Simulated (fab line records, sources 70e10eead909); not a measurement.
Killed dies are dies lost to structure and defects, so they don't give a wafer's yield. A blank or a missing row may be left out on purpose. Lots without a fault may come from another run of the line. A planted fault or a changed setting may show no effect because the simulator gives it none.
fab line records | flow nand_harc
record lots=6 wafers=18 last_day=33
route steps=1302 shown A_WL_FILL@971 A_CONTACT@983 END@1302
lots that met no fault: from a run of the same line without faults
start_h: hours from the record's first day to the start of the lot's first wafer shown | wait_h: hours since the lot's step before | " the same as in the row above | L1.1+2: a row that stands for several wafers | - no value, or no start given | * or withheld: withheld | < > ~ a bound
route shown NAME@n: a module of which the file shows steps, and the number in the route of the first | usual: mean/standard deviation of fault-free wafers | same: alike in all rows | chamber/n: place in a boat | sites: the reading at each site | _std_site: their standard deviation | _edge_site: outer sites' mean less inner sites' | radius_mm: how far each site lies from the wafer's centre | mask NAME#n: copy n | behind: the tool/chamber that last shaped the wafer | hold: why the lot was held/for how many hours/how that ended | device: the transistor (n, p or np) that didn't switch | end of line: the same wafers' tests at the end of the route | a step without rows: its recipe alone | killed: dies lost to structure and defects at the first sort, not the wafer's yield | map: a wafer's dies, x killed, . not, _ none there
set.NAME: the setting as run; set.NAME@STEP: as run at that earlier step | model.NAME: the simulator's own value behind a step, which no gauge read
lots at some steps of the route; a table a step, a row a wafer
services: from which hour (start_h, from the record's first day; less than 0 if before it) a tool's chamber was out of use, for how many hours, and why
## steps
# step NHARC_A_WL_FILL_CVD_23
# recipe target_thk_a=400 temp_c=620 pressure_mtorr=200 time_s=800 material=poly-Si
# step NHARC_A_WL_FILL_ETCHBACK_26
# recipe target_depth_a=520 time_s=13.3 hbr_flow_sccm=150 rf_w=350 icp_w=350 bias_w=60 chemistry=HBr
# usual bias_w=60.00/0.17 drypump_motor_current_A=5.8/0.32 oes_product_au=1.000/0.0063 throttle_valve_pct=23.265/0.0084
# columns lot.wafer tool chamber start_h wait_h bias_w drypump_motor_current_A oes_product_au rf_hours_counter_h throttle_valve_pct
L187.3 rie_si-01 0 494.09 0.4 59.88 5.6 0.993 0.8 23.272
L187.1 " 1 " " 60.01 5.6 0.988 0.9 23.257
L187.2 " 2 " " 59.92 5.4 0.991 1.1 23.262
L189.3 rie_si-05 1 511.46 0.4 60.04 5.7 1.002 0.1 23.276
L189.1 " 0 " " 59.82 6.3 1.000 0.1 23.260
L189.6 " 1 " " 60.09 5.7 1.006 - 23.264
L188.1 rie_si-03 2 511.48 0.4 60.12 5.7 0.995 0.7 23.256
L188.4 " 0 " " 60.08 6.1 1.010 0.7 23.239
L188.5 " 1 " " 60.18 5.3 1.002 - 23.271
L200.1 rie_si-01 0 633.44 0.4 60.08 5.6 1.010 0.4 23.250
L200.4 " 2 " " 59.92 5.4 1.001 0.5 23.260
L200.5 " 3 " " 59.83 6.3 0.998 - 23.265
L205.3 rie_si-05 3 676.29 0.4 60.20 5.6 1.013 0 23.257
L205.5 " 1 " " 59.66 5.7 1.014 - 23.269
L205.6 " 2 " " 60.30 6.2 1.003 - 23.259
L208.3 rie_si-01 1 707.45 0.4 60.23 5.6 0.995 1.0 23.264
L208.1 " 3 " " 60.07 6.2 0.994 1.0 23.251
L208.5 " 0 " " 60.12 5.6 0.994 - 23.274
# step NHARC_A_WL_FILL_PRECLEAN_30
# recipe time_s=10 chemistry=dHF
# step NHARC_A_WL_FILL_SRD_14
# step NHARC_A_WL_FILL_ALD_19
# recipe target_thk_a=20 pulse_time_s=3 ald_cycles=100 temp_c=450 material=TiN
# usual heater_power_w=1082/91 precursor_pulse_height_rel=0.997/0.021
# columns lot.wafer tool chamber start_h wait_h heater_power_w precursor_pulse_height_rel
L187.2 ald_metal-02 1 494.35 0.1 1176 1.022
L187.1 " 3 " " 940 0.985
L187.3 " 0 " " 1053 1.031
L189.3 ald_metal-01 1 511.73 0.1 963 1.001
L189.1 " 3 " " 1126 1.020
L189.6 " 2 " " 971 1.023
L188.4 ald_metal-02 3 511.73 0.1 951 1.000
L188.1 " 2 " " 1051 0.969
L188.5 " 0 " " 1049 0.952
L200.4 ald_metal-01 2 633.73 0.1 1049 1.013
L200.1 " 3 " " 1055 0.969
L200.5 " 1 " " 1030 0.920
L205.3 ald_metal-01 1 676.56 0.1 1027 1.013
L205.5 " 1 " " 1031 0.994
L205.6 " 2 " " 1059 0.975
L208.1 ald_metal-02 2 707.72 0.1 1077 1.007
L208.3 " 0 " " 1073 0.997
L208.5 " 2 " " 1084 0.983
# step NHARC_A_WL_FILL_CVD_20
# recipe target_thk_a=1000 temp_c=400 pressure_torr=40 wf6_flow_sccm=40 h2_flow_sccm=1600 ar_flow_sccm=1560 time_s=74 material=W
# usual heater_power_w=769/28 throttle_valve_pct=7.9/0.31
# columns lot.wafer tool chamber start_h wait_h heater_power_w throttle_valve_pct
L187.1 cvd_w-01 0 - - 777 7.9
L187.2 " 1 " " 805 8.4
L187.3 " 0 " " 791 8.1
L188.1 cvd_w-01 0 - - 800 7.9
L188.4 " 0 " " 785 7.9
L188.5 " 1 " " 819 8.4
L189.1 cvd_w-02 0 - - 716 7.9
L189.3 " 1 " " 749 7.5
L189.6 " 0 " " 737 7.8
L200.1 cvd_w-01 1 - - 778 8.2
L200.4 " 0 " " 799 8.6
L200.5 " 0 " " 774 8.3
L205.3 cvd_w-02 0 - - 788 7.5
L205.6 " 0 " " 751 7.5
L205.5 " 1 " " 771 7.9
L208.1 cvd_w-01 0 - - 800 8.4
L208.3 " 1 " " 784 8.2
L208.5 " 1 " " 810 7.9
# step NHARC_A_WL_FILL_CMP_12
# recipe t_overpolish_s=30 target_thk_nm=100
# usual motor_current_A=12.5/1.6 overpolish_run_s=30.000/0.009 slurry_flow_ml_min=150.0/0.5 time_to_endpoint_s=19.0/1.9
# columns lot.wafer tool chamber start_h wait_h motor_current_A overpolish_run_s slurry_flow_ml_min time_to_endpoint_s
L187.1 cmp-02 2 494.76 0.2 12.1 30.004 150.1 21.9
L187.3 " 3 " " 13.4 30.011 150.3 21.7
L187.2 " 1 " " 11.4 29.985 150.8 19.5
L188.1 cmp-02 2 512.11 0.1 11.9 29.993 149.6 17.6
L188.4 " 3 " " 12.7 30.001 150.3 16.8
L188.5 " 3 " " 13.4 29.992 150.3 20.4
L189.3 cmp-01 3 512.11 0.1 13.4 29.986 149.2 16.9
L189.1 " 0 " " 12.2 29.987 149.6 18.7
L189.6 " 0 " " 11.8 29.992 148.9 16.3
L200.4 cmp-02 1 634.07 0.1 12.3 30.023 149.5 18.8
L200.1 " 0 " " 12.3 30.010 150.1 19.3
L200.5 " 1 " " 11.8 30.019 150.7 20.0
L205.3 cmp-01 0 677.40 0.2 12.4 30.000 149.5 18.1
L205.6 " 2 " " 15.4 30.003 149.8 20.8
L205.5 " 3 " " 12.6 29.990 149.4 21.1
L208.1 cmp-03 2 708.12 0.2 10.5 30.001 149.9 16.9
L208.3 " 3 " " 10.6 29.993 150.2 19.0
L208.5 " 1 " " 13.9 30.004 149.5 18.3
# step NHARC_A_WL_FILL_SRD_31
# step NHARC_A_WL_FILL_INSPECT_15
# usual raw_defect_count=448/110
# columns lot.wafer tool chamber start_h wait_h raw_defect_count
L187.1 defect_inspect-01 - 495.22 0.0 552
L187.2 " - " " 534
L187.3 " - " " 600
L188.1 defect_inspect-02 - 512.57 0.0 446
L188.4 " - " " 486
L188.5 " - " " 527
L189.1 defect_inspect-01 - 512.58 0.0 695
L189.3 " - " " 447
L189.6 " - " " 319
L200.1 defect_inspect-02 - 634.54 0.0 512
L200.4 " - " " 458
L200.5 " - " " 511
L205.3 defect_inspect-02 - 677.84 0.0 368
L205.5 " - " " 540
L205.6 " - " " 458
L208.1 defect_inspect-01 - 708.56 0.0 319
L208.3 " - " " 457
L208.5 " - " " 461
# step NHARC_A_CONTACT_DEP_24
# recipe target_thk_a=5000 temp_c=400 pressure_torr=6.5 rf_w=900 teos_flow_sccm=161.4 flow_sccm=2650 target_thk_nm=500 gas=O2 material=SiO2
# usual flow_sccm=2651/7.4 heater_power_w=585/92 throttle_valve_pct=15.9/0.5
# columns lot.wafer tool chamber start_h wait_h flow_sccm heater_power_w throttle_valve_pct
L187.3 pecvd-03 2 495.29 0.1 2649 478 15.9
L187.1 " 0 " " 2636 581 15.4
L187.2 " 1 " " 2647 436 15.6
L189.1 pecvd-03 2 512.74 0.2 2641 538 16.1
L189.3 " 0 " " 2647 533 15.4
L189.6 " 2 " " 2654 546 15.9
L189.1 pecvd-03 2 513.34 - 2642 548 16.2
L189.3 " 0 " " 2639 531 15.4
L189.6 " 2 " " 2650 550 16.1
L188.1 pecvd-01 2 512.77 0.2 2656 718 15.2
L188.5 " 0 " " 2659 636 16.7
L188.4 " 2 " " 2655 726 15.4
L188.1 pecvd-01 2 513.37 - 2645 696 15.3
L188.5 " 0 " " 2652 643 16.8
L188.4 " 2 " " 2648 733 15.5
L200.1 pecvd-02 2 634.73 0.2 2648 711 16.0
L200.4 " 0 " " 2661 520 15.9
L200.5 " 2 " " 2656 731 16.3
L205.3 pecvd-03 0 678.10 0.3 2656 587 15.6
L205.5 " 0 " " 2660 606 16.0
L205.6 " 1 " " 2662 427 15.8
L208.1 pecvd-01 0 708.63 0.1 2669 596 16.4
L208.3 " 1 " " 2635 499 15.5
L208.5 " 1 " " 2635 542 15.1
# step NHARC_END_SORT_01
# recipe temp_c=25
# usual killed_at_array=55/17 killed_at_other=1.1/1.4 killed_at_periphery=3.9/3 killed_dies=59/17 killed_open=3.5/2 killed_short=2.6/1.6
# same gross_dies=677
# columns lot.wafer tool chamber start_h wait_h killed_at_array killed_at_other killed_at_periphery killed_dies killed_open killed_short
L187.1 prober-01 0 580.71 2.6 58 1 5 64 6 4
L187.2 prober-01 0 581.52 2.9 62 0 3 65 6 0
L187.3 prober-01 0 582.33 3.2 43 0 1 44 3 2
L205.3 prober-01 0 766.01 3.1 62 0 2 64 5 4
L205.5 prober-01 0 767.65 3.8 84 0 4 88 1 2
L205.6 prober-01 0 768.46 4.1 78 0 2 80 2 3
# killed by level:class
L187.1 A_CHANNEL_HOLE_D1:chamber_film_flake=24 A_CHANNEL_HOLE_D2:chamber_film_flake=14 P_BONDPAD:chamber_film_flake=3 A_ZERO_WELL:chamber_film_flake=3 A_CHANNEL_FILL_D1:chamber_film_flake=3 A_STAIRCASE:chamber_film_flake=3 A_ONON_D1:geometric_particle:open=2 A_M0:geometric_particle:open=2
L187.2 A_CHANNEL_HOLE_D2:chamber_film_flake=31 A_CHANNEL_HOLE_D1:chamber_film_flake=11 A_CONTACT:chamber_film_flake=5 A_CHANNEL_FILL_D1:chamber_film_flake=4 A_STAIRCASE:chamber_film_flake=3 A_CONTACT:geometric_particle:open=2 P_BONDPAD:chamber_film_flake=2 A_DECK1_JOINT:chamber_film_flake=2
L187.3 A_CHANNEL_HOLE_D2:chamber_film_flake=15 A_CHANNEL_HOLE_D1:chamber_film_flake=8 A_STAIRCASE:chamber_film_flake=6 A_CHANNEL_FILL_D1:chamber_film_flake=4 A_CONTACT:chamber_film_flake=3 A_CHANNEL_HOLE_D1:geometric_particle:open=2 A_DECK1_JOINT:chamber_film_flake=2 A_DECK1_JOINT:geometric_particle:open=1
L205.3 A_SLIT:chamber_film_flake=23 A_CHANNEL_HOLE_D2:chamber_film_flake=15 A_CONTACT:chamber_film_flake=9 A_CHANNEL_HOLE_D1:chamber_film_flake=4 A_WL_FILL:chamber_film_flake=3 A_CHANNEL_FILL_D2:geometric_particle:short=2 A_WL_FILL:geometric_particle:open=2 P_M2:geometric_particle:short=1
L205.5 A_SLIT:chamber_film_flake=28 A_CHANNEL_HOLE_D2:chamber_film_flake=26 A_CONTACT:chamber_film_flake=13 A_CHANNEL_HOLE_D1:chamber_film_flake=8 A_STAIRCASE:chamber_film_flake=3 P_CONTACT:geometric_particle:open=1 A_WL_FILL:geometric_particle:short=1 A_M0:geometric_particle:short=1
L205.6 A_SLIT:chamber_film_flake=26 A_CHANNEL_HOLE_D2:chamber_film_flake=21 A_CHANNEL_HOLE_D1:chamber_film_flake=15 A_CONTACT:chamber_film_flake=6 A_WL_FILL:chamber_film_flake=2 A_SOURCE_PLATE:geometric_particle:short=1 A_CHANNEL_FILL_D1:geometric_particle:short=1 A_DECK1_JOINT:geometric_particle:short=1
## services
# columns tool chamber start_h hours kind
cvd_w-02 0 477.22 6.7 repair
rie_si-01 3 487.95 2.8 repair
rie_si-05 - 488.52 9.0 pm
pecvd-01 - 492.00 13.0 pm
cmp-01 - 505.64 4.0 pm
cvd_w-02 - 508.39 1.4 repair
pecvd-01 2 516.36 5.9 repair
ald_metal-01 - 526.00 10.0 pm
cmp-02 - 526.55 4.0 pm
pecvd-01 0 527.31 3.4 repair
rie_si-05 3 533.68 8.7 repair
cvd_w-01 - 547.00 13.0 pm
rie_si-01 - 547.00 9.0 pm
pecvd-03 - 547.12 13.0 pm
ald_metal-02 - 547.94 0.4 repair
cmp-02 - 554.22 3.2 repair
ald_metal-02 - 610.00 10.0 pm
ald_metal-02 1 623.12 24.7 repair
cmp-02 - 624.55 4.0 pm
ald_metal-02 - 650.43 2.8 repair
cmp-02 - 666.23 1.8 repair
pecvd-01 - 673.00 13.0 pm
pecvd-01 1 701.48 5.7 repair
ald_metal-01 - 704.00 10.0 pm
## key
first_sign step=NHARC_A_CONTACT_DEP_24 reading=visit direction=added
effect none on later readings
met_at NHARC_A_CONTACT_DEP_24
struck_wafers L188.1,L188.4,L188.5,L189.1,L189.3,L189.6
tester_left_out L188,L189
fault kind=repeated_step_whole tool=pecvd-01,pecvd-02,pecvd-03 chamber=- onset_h=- steps=NHARC_A_CONTACT_DEP_24 times=1 scope=struck_lots_only
# tester_left_out: of these lots the tester's yield and bins aren't shown, on N5 and GAA mostly nor the transistor test; their killed dies are dies lost to structure and defects alone, not to doping, threshold or leakage, so they don't give the yield
